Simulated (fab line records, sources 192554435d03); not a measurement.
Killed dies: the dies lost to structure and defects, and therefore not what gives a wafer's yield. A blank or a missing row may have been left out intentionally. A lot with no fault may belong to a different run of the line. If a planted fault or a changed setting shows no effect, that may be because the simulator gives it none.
Struck lot and sound lot, side by side :: flow n5Finfet :: 15 steps out of a route of 1938
Sound: wafers L696.1, L696.2, L696.5. Struck: wafers L698.4, L698.5. (L698.6 of the same lot was not struck and is left out.) The cause comes at the end.
Order at every step that has rows: each side's tool, ch and its chambers, its first start. Under that, the readings that differ: sound wafers :: struck wafers :: difference of the means :: sigmas: that difference in standard deviations of wafers without a fault.
alike: words and numbers the same on both sides, and readings whose means are apart by under 2 such deviations; not compared: readings that were withheld, readings missing a value for some wafer, numbers with overlapping values and no deviation given by the record, and bounds like >300 which may hide the same value.
A row with sigmas, a row that says differs or no value, or rows on one side alone: a step with any of these is where the two part. Non-overlapping numbers with no deviation appear without sigmas and do not part them. A reading missing from all wafers of one side parts the sides only when that side holds two or more wafers.

first, 1 step without rows for these wafers: N5_BEOL_M10_STRIP_77 (strips in N2/H2, time 10 s).
N5_BEOL_M10_OCD_MEAS_38:
  sound on ocd-02, day 10 22:59; struck on ocd-01, day 11 20:59
  alike: trenchDepthNm
then, 4 steps without rows for these wafers: N5_BEOL_M10_HM_STRIP_39 (strips TiN in peroxide tin strip, target depth 25 nm, time 158 s); N5_BEOL_M10_SRD_40 (time 30 s); N5_BEOL_M10_PRECLEAN_42 (cleans in residue remover, time 60 s); N5_BEOL_M10_SRD_43 (time 30 s).
N5_BEOL_M10_CD_MEAS_35: the cd target is 70 nm.
  sound on cdSem-03, day 10 23:09; struck on cdSem-01, day 11 21:08
  alike: cdNm
N5_BEOL_M10_CURE_72: cures SiCOH lowk, time 120 s.
  sound on uvCure-02 ch 1, day 10 23:11; struck on uvCure-03 ch 0, day 11 21:19
  alike: lampPowerPct, wafer_temp_C_max
then, 1 step without rows for these wafers: N5_BEOL_M10_DEGAS_44 (time 60 s).
N5_BEOL_M10_PRE_CLEAN_45: time 30 s.
  sound on pvdSputter-02, day 10 23:44; struck on pvdSputter-02, day 11 21:35
  alike: heaterPowerW
N5_BEOL_M10_ALD_74: deposits TaN, target thk 2 nm, pulse time 2 s, purge time 3 s.
  sound on aldMetal-01 ch 0,1, day 10 23:53; struck on aldMetal-01 ch 0,3, day 11 21:52
  alike: heaterPowerW
N5_BEOL_M10_SURFACE_TREAT_76:
  sound on pvdSputter-03, day 11 00:12; struck on pvdSputter-02, day 11 22:12
  not compared: throttleValvePct
N5_BEOL_M10_CVD_75: deposits Co from CCTBA/H2, target thk 2 nm, time 138.9 s.
  sound on cvdCo-01 ch 0,1, day 11 00:16; struck on cvdCo-01 ch 0,1, day 11 22:20
reading: runLengthS (s)
sound: 162.8 161.8 162.1
struck: 68.8 68.4
difference: -93.6
sigmas: -99 or more
N5_BEOL_M10_SPUTTER_48: material Cu, target thk 12 nm, time 2 s.
  sound on pvdSputter-02, day 11 00:25; struck on pvdSputter-02, day 11 22:28
  alike: cathodeDcPowerW, chamberPressurePa, substrateTempC, throttleValvePct
-- here the record skips 2 days between the struck wafers' starts before and after, leaving off in module BEOL_M10 and picking up in module PASSIVATION (first step shown: number 1936 of the route) --
N5_PASSIVATION_PROBE_49:
  sound on prober-01, day 13 08:55; struck on prober-01, day 14 03:05
  alike: defectLimitedYield, killed_at_M0_to_M3, killed_at_M4_up, killedAtContacts, killedAtFrontEnd, killedAtOther, killedDies, killedOpen, killedShort, sort_bin_4_leakage, sort_bin_5_function, sort_bin_6_memory, sort_bin_8_speed, sortNPass, sortYieldPct

== WHERE THEY PART ==
N5_BEOL_M10_CVD_75 only, going by this record. Later steps at which nothing parts them and some readings are alike: N5_BEOL_M10_SPUTTER_48, N5_PASSIVATION_PROBE_49.

WHY: whatever the simulator had introduced
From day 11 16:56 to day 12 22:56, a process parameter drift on cvdCo-01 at N5_BEOL_M10_CVD_75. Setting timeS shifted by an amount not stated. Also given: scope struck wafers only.
